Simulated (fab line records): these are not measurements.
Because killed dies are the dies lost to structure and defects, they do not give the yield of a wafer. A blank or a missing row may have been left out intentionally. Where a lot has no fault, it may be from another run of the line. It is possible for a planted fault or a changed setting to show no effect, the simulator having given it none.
The same fault as seen by 3 desks    flow n5-finfet    only its own numbers are on each desk; what lay behind them is given at the end

THE METROLOGY DESK
Means of the sampled wafers that have a number, per lot and without regard to the tool the lot ran on: this is what the gauges read. Marked OUT: a lot whose mean sits more than 4 standard deviations from the usual mean, which makes it out of limits; the brackets give that distance. 7 of its 10 readings are shown, namely those furthest out on some lot.
Columns: A = DIBL_N at N5_BEOL_M4_RC_MEAS_101, usual 36.3 mV/V; B = IOFF_P at N5_BEOL_M4_RC_MEAS_101, usual 0.211 nA/um; C = ION_N at N5_BEOL_M4_RC_MEAS_101, usual 672 uA/um; D = ION_P at N5_BEOL_M4_RC_MEAS_101, usual 462 uA/um; E = SS_P at N5_BEOL_M4_RC_MEAS_101, usual 73.3 mV/dec; F = VT_N at N5_BEOL_M4_RC_MEAS_101, usual 249.9 mV; G = VT_P at N5_BEOL_M4_RC_MEAS_101, usual -249.8 mV
lot   first seen here  A     B      C    D    E     F      G
L319  day 10 03:50     35.6  0.220  672  463  72.5  252.1  -248.3
L320  day 10 22:22     36.5  0.238  672  469  73.2  249.2  -246.7
L321  day 11 10:13     35.8  0.188  684  463  73.3  249.9  -251.5
L322  day 11 17:12     37.6  0.201  674  455  73.1  248.8  -253.1
L323  day 13 01:34     36.8  0.208  679  460  73.5  248.7  -249.0
L325  day 13 23:12     35.6  0.162  667  454  72.9  253.3  -255.2
L333  day 16 16:17     36.2  0.226  688  471  73.9  246.1  -247.6
L334  day 17 01:21     37.6  0.215  675  461  73.5  249.6  -249.2
L338  day 17 17:07     36.0  0.205  674  460  73.2  249.1  -249.5
Finding of this desk: none of the 9 lots has anything out of limits.

AT THE TOOL OWNER'S DESK: rie-diel-02
The tool's own readings at N5_HKMG_FIN_ETCH_54 (etches SiARC in CF4, target depth 45.5 nm, time 75.8 s): means of the sampled wafers that have a number, for each lot that ran on this tool. Marked OUT: a lot whose mean sits more than 4 standard deviations from the usual mean, which makes it out of limits; the brackets give that distance.
Columns: A = chamber-pressure-mTorr at N5_HKMG_FIN_ETCH_54, usual 40.00 mTorr; B = drypump-motor-current-A at N5_HKMG_FIN_ETCH_54, usual 5.6 A; C = etch-rf-on-time-s at N5_HKMG_FIN_ETCH_54, usual 76.0 s; D = oes-product-au at N5_HKMG_FIN_ETCH_54, usual 0.66 a.u.; E = rf-vpp-V at N5_HKMG_FIN_ETCH_54, usual 184.1 V; F = showerhead-plenum-p-Torr at N5_HKMG_FIN_ETCH_54, usual 2.15 Torr; G = throttle-valve-pct at N5_HKMG_FIN_ETCH_54, usual 15.68 %
lot   first seen here  A      B    C                D     E      F     G
L320  day 4 23:33      40.00  5.6  76.0             0.64  182.6  2.12  15.56
L321  day 5 06:37      40.03  5.7  76.3             0.65  183.9  2.12  15.61
L322  day 5 11:31      39.99  5.7  81.0 (+5.5) OUT  0.67  185.3  2.24  15.59
L323  day 5 17:26      40.01  5.6  82.4 (+7.1) OUT  0.64  184.5  2.13  15.63
L334  day 8 12:23      39.98  5.6  75.7             0.64  183.8  2.11  15.63
Finding of this desk: L322, L323 out of limits; the first was L322 at day 5 11:31, on etch-rf-on-time-s at N5_HKMG_FIN_ETCH_54. L320, L321, L334: within limits.

THE DEFECT DESK
Counts from the inspections along the route, per lot, as means over the sampled wafers that have a number. Marked OUT: a lot whose mean sits more than 4 standard deviations from the usual mean, which makes it out of limits; the brackets give that distance.
Columns: A = raw-defect-count at N5_SDB_INSPECT_36, usual 40
lot   first seen here  A
L319  day 4 15:29      16
L320  day 4 21:41      29
L321  day 5 04:49      36
L322  day 5 09:50      31
L323  day 5 15:35      30
L325  day 6 09:04      27
L333  day 8 02:50      43
L334  day 8 10:16      47
L338  day 9 11:57      37
Finding of this desk: none of the 9 lots has anything out of limits.

TAKEN TOGETHER
The tool owner's desk had the chance to raise an alarm at day 5 11:31 on L322, L323.
Nothing out of limits was seen by the metrology desk.
Nothing the defect desk looked at was out of limits.
The metrology desk has L322, L323 on record, within its limits.
The defect desk has L322, L323 on record, within its limits.
The lots listed all ran N5_HKMG_FIN_ETCH_54 on rie-diel-02.

WHAT THE SIMULATOR PUT IN
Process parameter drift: rie-diel-02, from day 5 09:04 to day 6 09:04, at N5_HKMG_FIN_ETCH_54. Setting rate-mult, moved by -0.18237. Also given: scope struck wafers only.
Struck lots among those shown: L322, L323.
Each desk's first reading out of limits, in hours after the fault started: the tool owner's desk, 2.
